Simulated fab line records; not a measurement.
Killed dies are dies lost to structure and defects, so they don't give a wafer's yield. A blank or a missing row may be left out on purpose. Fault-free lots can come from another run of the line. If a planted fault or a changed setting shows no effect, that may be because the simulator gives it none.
Matching of chambers    flow nand_harc    4 sister chambers for NHARC_A_STAIRCASE_ETCH_292 on rie_diel-05
The step etches the open film in CF4/CHF3. 4 wafers are shown with their chamber, then 7 later ones without.

EACH WAFER AND ITS CHAMBER
wafer   chamber  showerhead_plenum_p_Torr (Torr)
L082.2  1        1.50
L084.6  3        1.51
L087.2  2        1.63
L087.4  0        1.54

WAFERS WITH NO CHAMBER GIVEN
wafer   showerhead_plenum_p_Torr (Torr)
L087.5  1.51
L086.2  1.63
L086.3  1.51
L086.4  1.50
L093.1  1.53
L093.3  1.51
L093.5  1.53

WHICH CHAMBER EACH WENT THROUGH
wafer   from the rows above      in truth
L087.5  can't be placed: 3 or 1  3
L086.2  2                        2
L086.3  can't be placed: 3 or 1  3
L086.4  can't be placed: 1 or 3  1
L093.1  can't be placed: 0 or 3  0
L093.3  can't be placed: 3 or 1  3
L093.5  can't be placed: 0 or 3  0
Placed correctly: 1 of 7. From these rows, 6 cannot be placed; in 6 the true chamber is one of the candidates. 0 placed wrongly.
How it was worked out, from the rows above alone: a wafer's distance from a chamber is the root of the sum, over the readings, of the square of ((its reading less the chamber's mean) divided by the reading's scatter). The wafer belongs to the nearest chamber; if the next one is less than 2 further off, it can't be placed. The mean given for a chamber averages the wafers shown for that chamber. The scatter: root of mean squared gap, hidden wafer to nearest shown wafer, with one shown wafer a chamber.
